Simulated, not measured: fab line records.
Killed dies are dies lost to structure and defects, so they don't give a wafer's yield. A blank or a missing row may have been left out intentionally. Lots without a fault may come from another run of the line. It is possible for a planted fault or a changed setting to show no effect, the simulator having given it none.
Chamber matching + flow nand_harc + NHARC_A_STAIRCASE_ETCH_292 on rie_diel-13 has 4 sister chambers
The step etches the open film in CF4/CHF3. 14 wafers are shown with their chamber, then 7 later ones without.

WAFERS, EACH WITH ITS CHAMBER
| wafer  | chamber | drypump_motor_current_A (A) | showerhead_plenum_p_Torr (Torr) | rf_vpp_V (V) |
|--------|---------|-----------------------------|---------------------------------|--------------|
| L075.2 | 0       | 5.5                         | 1.60                            | 371.3        |
| L075.3 | 3       | 6.5                         | 1.46                            | 367.4        |
| L075.6 | 1       | 5.4                         | 1.54                            | 369.8        |
| L087.4 | 1       | 5.3                         | 1.53                            | 369.1        |
| L087.5 | 3       | 6.5                         | 1.70                            | 374.2        |
| L087.6 | 0       | 5.4                         | 1.60                            | 370.9        |
| L089.2 | 3       | 6.5                         | 1.70                            | 376.0        |
| L089.3 | 2       | 5.7                         | 1.48                            | 367.6        |
| L089.6 | 3       | 6.5                         | 1.69                            | 374.1        |
| L092.2 | 2       | 5.7                         | 1.48                            | 367.4        |
| L092.5 | 2       | 5.7                         | 1.48                            | 368.1        |
| L092.6 | 1       | 5.3                         | 1.53                            | 369.3        |
| L094.1 | 3       | 6.5                         | 1.69                            | 374.8        |
| L094.5 | 3       | 6.5                         | 1.69                            | 374.7        |

SIGNATURES, as means of the wafers listed above
| reading                  | chamber 0 | chamber 1 | chamber 2 | chamber 3 | scatter within a chamber |
|--------------------------|-----------|-----------|-----------|-----------|--------------------------|
| drypump_motor_current_A  | 5.450     | 5.333     | 5.700     | 6.500     | 0.0342                   |
| showerhead_plenum_p_Torr | 1.6000    | 1.5333    | 1.4800    | 1.6550    | 0.0677                   |
| rf_vpp_V                 | 371.100   | 369.400   | 367.700   | 373.533   | 2.19                     |
Rule: for each reading, subtract the chamber's mean from the wafer's reading, divide by that reading's scatter and square the result; add these up over the readings and take the root, which gives the wafer's distance from the chamber. The wafer belongs to the nearest chamber; if the next one is less than 2 further off, it can't be placed. The scatter: take each reading less its chamber's mean, square it, sum over the shown wafers, divide by the number of wafers less the number of chambers, and take the root.

WAFERS WITH NO CHAMBER GIVEN
| wafer  | drypump_motor_current_A (A) | showerhead_plenum_p_Torr (Torr) | rf_vpp_V (V) |
|--------|-----------------------------|---------------------------------|--------------|
| L094.6 | 5.4                         | 1.60                            | 371.7        |
| L095.1 | 5.3                         | 1.53                            | 368.4        |
| L095.2 | 6.5                         | 1.69                            | 375.3        |
| L095.6 | 5.4                         | 1.59                            | 371.3        |
| L097.3 | 5.4                         | 1.53                            | 368.0        |
| L097.4 | 5.4                         | 1.59                            | 371.7        |
| L097.6 | 5.7                         | 1.47                            | 368.9        |

CHAMBER TAKEN BY EACH
| wafer  | from the rows above     | in truth |
|--------|-------------------------|----------|
| L094.6 | can't be placed: 0 or 1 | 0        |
| L095.1 | 1                       | 1        |
| L095.2 | 3                       | 3        |
| L095.6 | can't be placed: 0 or 1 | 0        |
| L097.3 | can't be placed: 1 or 0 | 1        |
| L097.4 | can't be placed: 0 or 1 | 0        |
| L097.6 | 2                       | 2        |
Correct placement for 3 of the 7. Unplaceable from these rows: 4, with the true chamber sitting among the candidates in 4. 0 placed wrongly.
